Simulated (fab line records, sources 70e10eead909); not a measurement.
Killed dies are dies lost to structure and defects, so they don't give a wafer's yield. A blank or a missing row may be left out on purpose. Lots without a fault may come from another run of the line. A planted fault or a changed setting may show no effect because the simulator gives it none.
Which tool did it? | flow nand_harc | 12 lots, 36 wafers sampled, at 5 steps of a route of 1159

WHAT THE GAUGES READ, wafer by wafer
NHARC_END_SORT_01. Usual: killed_at_array 25, standard deviation 9.2; killed_at_other 0.8, standard deviation 1.2; killed_at_periphery 3.9, standard deviation 2.6; killed_dies 30, standard deviation 9.7; killed_open 3.4, standard deviation 1.9; killed_short 2.0, standard deviation 1.4.
lot  | measured     | on        | killed_at_array | killed_at_other | killed_at_periphery | killed_dies | killed_open | killed_short | flag
L437 | day 22 12:47 | prober-01 | 24 671 669      | 0 0 1           | 3 6 7               | 27 677 677  | 5 2 3       | 1 2 3        | OFF
L439 | day 22 04:14 | prober-01 | 677 32 30       | 0 0 0           | 0 2 0               | 677 34 30   | 5 1 3       | 2 3 4        | OFF
L440 | day 23 08:08 | prober-02 | 32 24 46        | 2 3 0           | 4 4 1               | 38 31 47    | 5 2 5       | 2 1 1        |

WHICH TOOL RAN EACH LOT (tool, then ch and the chambers of the sampled wafers, then the start)
lot  | NHARC_A_STAIRCASE_TRIM_18                     | NHARC_A_STAIRCASE_ETCH_19                     | NHARC_A_STAIRCASE_TRIM_22                     | NHARC_A_STAIRCASE_ETCH_25
L426 | rie_diel-02 ch 0,3, day 11 07:00 or earlier   | rie_diel-02 ch 1,3, day 11 07:00 or earlier   | rie_diel-02 ch 1,2, day 11 07:00 or earlier   | rie_diel-02 ch 0,2,3, day 11 07:00
L427 | rie_diel-02 ch 0,1,2, day 11 07:36 or earlier | rie_diel-02 ch 0,2, day 11 07:36 or earlier   | rie_diel-13 ch 0,3, day 11 07:36 or earlier   | rie_diel-13 ch 0,2, day 11 07:36
L429 | rie_diel-13 ch 0,3, day 11 18:11 or earlier   | rie_diel-13 ch 2,3, day 11 18:11 or earlier   | rie_diel-02 ch 0,1, day 11 18:11 or earlier   | rie_diel-02 ch 0,2,3, day 11 18:11
L428 | rie_diel-04 ch 1,2,3, day 11 18:08 or earlier | rie_diel-04 ch 0,2,3, day 11 18:08 or earlier | rie_diel-13 ch 1,2,3, day 11 18:08 or earlier | rie_diel-13 ch 1,2,3, day 11 18:08
L437 | rie_diel-13 ch 1,3, day 14 02:15 or earlier   | rie_diel-13 ch 0,1,2, day 14 02:15 or earlier | rie_diel-02 ch 0,2,3, day 14 02:15 or earlier | rie_diel-02 ch 2,3, day 14 02:15
L439 | rie_diel-02 ch 0,1,2, day 14 02:35 or earlier | rie_diel-02 ch 0,2,3, day 14 02:35 or earlier | rie_diel-02 ch 2,3, day 14 02:35 or earlier   | rie_diel-02 ch 0,2, day 14 02:35
L436 | rie_diel-04 ch 1,2, day 14 11:57 or earlier   | rie_diel-04 ch 0,1, day 14 11:57 or earlier   | rie_diel-13 ch 0,3, day 14 11:57 or earlier   | rie_diel-13 ch 0,1,3, day 14 11:57
L440 | rie_diel-13 ch 0,3, day 14 21:14 or earlier   | rie_diel-13 ch 0,1, day 14 21:14 or earlier   | rie_diel-04 ch 0,1,3, day 14 21:14 or earlier | rie_diel-04 ch 0,3, day 14 21:14
L445 | rie_diel-13 ch 1,2,3, day 15 09:57 or earlier | rie_diel-13 ch 0,1,2, day 15 09:57 or earlier | rie_diel-13 ch 0,2, day 15 09:57 or earlier   | rie_diel-13 ch 0,2,3, day 15 09:57
L446 | rie_diel-13 ch 0,2,3, day 16 00:07 or earlier | rie_diel-13 ch 1,2, day 16 00:07 or earlier   | rie_diel-04 ch 0,2,3, day 16 00:07 or earlier | rie_diel-04 ch 1,2, day 16 00:07
L447 | rie_diel-13 ch 0,1,3, day 16 00:11 or earlier | rie_diel-13 ch 0,1,3, day 16 00:11 or earlier | rie_diel-04 ch 0,1,2, day 16 00:11 or earlier | rie_diel-04 ch 1,2,3, day 16 00:11
L448 | rie_diel-02 ch 0,1,2, day 16 19:04 or earlier | rie_diel-02 ch 0,1,3, day 16 19:04 or earlier | rie_diel-04 ch 1,2, day 16 19:04 or earlier   | rie_diel-04 ch 1,2, day 16 19:04
- NHARC_A_STAIRCASE_TRIM_18: chemistry O2, time 211.2 s.
- NHARC_A_STAIRCASE_ETCH_19: etches the open film in C4F8/O2, target depth 100 nm, time 40.5 s.
- NHARC_A_STAIRCASE_TRIM_22: chemistry O2, time 211.2 s.
- NHARC_A_STAIRCASE_ETCH_25: etches the open film in C4F8/O2, target depth 100 nm, time 40.5 s.

WHAT THE TOOLS THEMSELVES READ (means of the sampled wafers that have a number; where no wafer has one, the mark that the record gives instead)
NHARC_A_STAIRCASE_TRIM_18. Usual: drypump_motor_current_A 5.8 A, standard deviation 0.41; oes_product_au 1.002 a.u., standard deviation 0.011; rf_vpp_V 57.7 V, standard deviation 0.96; showerhead_plenum_p_Torr 3.49 Torr, standard deviation 0.15; throttle_valve_pct 17.037 %, standard deviation 0.0097.
lot  | tool        | drypump_motor_current_A (A) | oes_product_au (a.u.) | rf_vpp_V (V) | showerhead_plenum_p_Torr (Torr) | throttle_valve_pct (%) | flag
L426 | rie_diel-02 | 5.4                         | 1.019                 | 58.4         | 3.61                            | 17.031                 |
L427 | rie_diel-02 | 5.7                         | 1.000                 | 57.0         | 3.48                            | 17.030                 |
L429 | rie_diel-13 | 5.3                         | 1.003                 | 56.5         | 3.50                            | 17.033                 |
L428 | rie_diel-04 | 6.3                         | 1.015                 | 57.9         | 3.40                            | 17.035                 |
L437 | rie_diel-13 | 6.0                         | 0.999                 | 58.4         | 3.58                            | 17.037                 |
L439 | rie_diel-02 | 5.7                         | 0.999                 | 58.4         | 3.47                            | 17.035                 |
L436 | rie_diel-04 | 6.4                         | 1.006                 | 58.1         | 3.71                            | 17.050                 |
L440 | rie_diel-13 | 5.3                         | 0.999                 | 56.6         | 3.48                            | 17.037                 |
L445 | rie_diel-13 | 5.8                         | 0.999                 | 57.7         | 3.56                            | 17.036                 |
L446 | rie_diel-13 | 5.5                         | 0.988                 | 58.1         | 3.51                            | 17.043                 |
L447 | rie_diel-13 | 5.7                         | 0.998                 | 57.4         | 3.52                            | 17.033                 |
L448 | rie_diel-02 | 5.7                         | 0.995                 | 56.8         | 3.46                            | 17.036                 |

NHARC_A_STAIRCASE_ETCH_19. Usual: oes_product_au 0.942 a.u., standard deviation 0.013; rf_vpp_V 894 V, standard deviation 5.
lot  | tool        | oes_product_au (a.u.) | rf_vpp_V (V) | flag
L426 | rie_diel-02 | 0.931                 | 896          |
L427 | rie_diel-02 | 0.944                 | 895          |
L429 | rie_diel-13 | 0.940                 | 901          |
L428 | rie_diel-04 | 0.941                 | 889          |
L437 | rie_diel-13 | 0.947                 | 892          |
L439 | rie_diel-02 | 0.948                 | 897          |
L436 | rie_diel-04 | 0.947                 | 893          |
L440 | rie_diel-13 | 0.949                 | 893          |
L445 | rie_diel-13 | 0.931                 | 892          |
L446 | rie_diel-13 | 0.941                 | 893          |
L447 | rie_diel-13 | 0.952                 | 896          |
L448 | rie_diel-02 | 0.928                 | 895          |

NHARC_A_STAIRCASE_TRIM_22. Usual: drypump_motor_current_A 5.9 A, standard deviation 0.41; oes_product_au 1.002 a.u., standard deviation 0.012; rf_vpp_V 57.7 V, standard deviation 0.75; showerhead_plenum_p_Torr 3.50 Torr, standard deviation 0.15; throttle_valve_pct 17.036 %, standard deviation 0.0085.
lot  | tool        | drypump_motor_current_A (A) | oes_product_au (a.u.) | rf_vpp_V (V) | showerhead_plenum_p_Torr (Torr) | throttle_valve_pct (%) | flag
L426 | rie_diel-02 | 5.9                         | 1.003                 | 58.0         | 3.49                            | 17.046                 |
L427 | rie_diel-13 | 5.3                         | 0.995                 | 57.7         | 3.50                            | 17.033                 |
L429 | rie_diel-02 | 5.5                         | 1.004                 | 56.9         | 3.46                            | 17.038                 |
L428 | rie_diel-13 | 5.8                         | 1.003                 | 57.4         | 3.58                            | 17.045                 |
L437 | rie_diel-02 | 5.6                         | 1.004                 | 57.4         | 3.55                            | 17.039                 |
L439 | rie_diel-02 | 5.9                         | 1.005                 | 57.7         | 3.55                            | 17.035                 |
L436 | rie_diel-13 | 5.4                         | 0.994                 | 58.0         | 3.62                            | 17.041                 |
L440 | rie_diel-04 | 6.2                         | 1.008                 | 57.4         | 3.40                            | 17.026                 |
L445 | rie_diel-13 | 5.5                         | 0.999                 | 58.2         | 3.37                            | 17.035                 |
L446 | rie_diel-04 | 6.1                         | 0.994                 | 57.2         | 3.48                            | 17.035                 |
L447 | rie_diel-04 | 6.2                         | 1.010                 | 58.0         | 3.54                            | 17.035                 |
L448 | rie_diel-04 | 6.4                         | 1.016                 | 57.2         | 3.61                            | 17.035                 |

NHARC_A_STAIRCASE_ETCH_25. Usual: oes_product_au 0.942 a.u., standard deviation 0.012; rf_vpp_V 895 V, standard deviation 5.4.
lot  | tool        | oes_product_au (a.u.) | rf_vpp_V (V) | flag
L426 | rie_diel-02 | 0.955                 | 896          |
L427 | rie_diel-13 | 0.951                 | 892          |
L429 | rie_diel-02 | 0.944                 | 897          |
L428 | rie_diel-13 | 0.952                 | 898          |
L437 | rie_diel-02 | 0.823                 | 898          | OFF
L439 | rie_diel-02 | 0.883                 | 895          | OFF
L436 | rie_diel-13 | 0.939                 | 896          |
L440 | rie_diel-04 | 0.932                 | 889          |
L445 | rie_diel-13 | 0.939                 | 895          |
L446 | rie_diel-04 | 0.958                 | 900          |
L447 | rie_diel-04 | 0.941                 | 897          |
L448 | rie_diel-04 | 0.952                 | 902          |

THE ANSWER, worked out from the rows above alone
Rule: a lot is off if the mean of its wafers that have a number lies more than 3 standard deviations from the usual mean. A lot without any number at a reading at which 4 lots or more have one is off too. The other lots that the step has rows for count as sound. The gauges are gone through in route order, then the tools' own readings, and for those a lot's mean is taken as printed above. The first step at which some lot is off is used, and at that step the reading that is off furthest; a lot without a number counts as furthest.
Off: L437, L439, at NHARC_END_SORT_01 (killed_at_array). Neither off nor sound, because the step has no rows for them: L426, L427, L429, L428, L436, L445, L446, L447, L448.
A tool fits if, at a process step before that reading, it ran every lot that is off, and no sound lot after the first of them. The gauges at NHARC_END_SORT_01 aren't tried: what is off there is off at NHARC_A_STAIRCASE_ETCH_25 too, on other tools, and a gauge's error can't cause that. NHARC_A_STAIRCASE_TRIM_18 gives no start for some lots, so the hours and the order of its lots are those of NHARC_A_STAIRCASE_ETCH_25. NHARC_A_STAIRCASE_ETCH_19 gives no start for some lots, so the hours and the order of its lots are those of NHARC_A_STAIRCASE_ETCH_25. NHARC_A_STAIRCASE_TRIM_22 gives no start for some lots, so the hours and the order of its lots are those of NHARC_A_STAIRCASE_ETCH_25. One fits: rie_diel-02 at NHARC_A_STAIRCASE_TRIM_22 and NHARC_A_STAIRCASE_ETCH_25. It ran no sound lot before its first lot that is off in this sample, so the start can't be narrowed down.

WHAT THE SIMULATOR HAD PUT IN
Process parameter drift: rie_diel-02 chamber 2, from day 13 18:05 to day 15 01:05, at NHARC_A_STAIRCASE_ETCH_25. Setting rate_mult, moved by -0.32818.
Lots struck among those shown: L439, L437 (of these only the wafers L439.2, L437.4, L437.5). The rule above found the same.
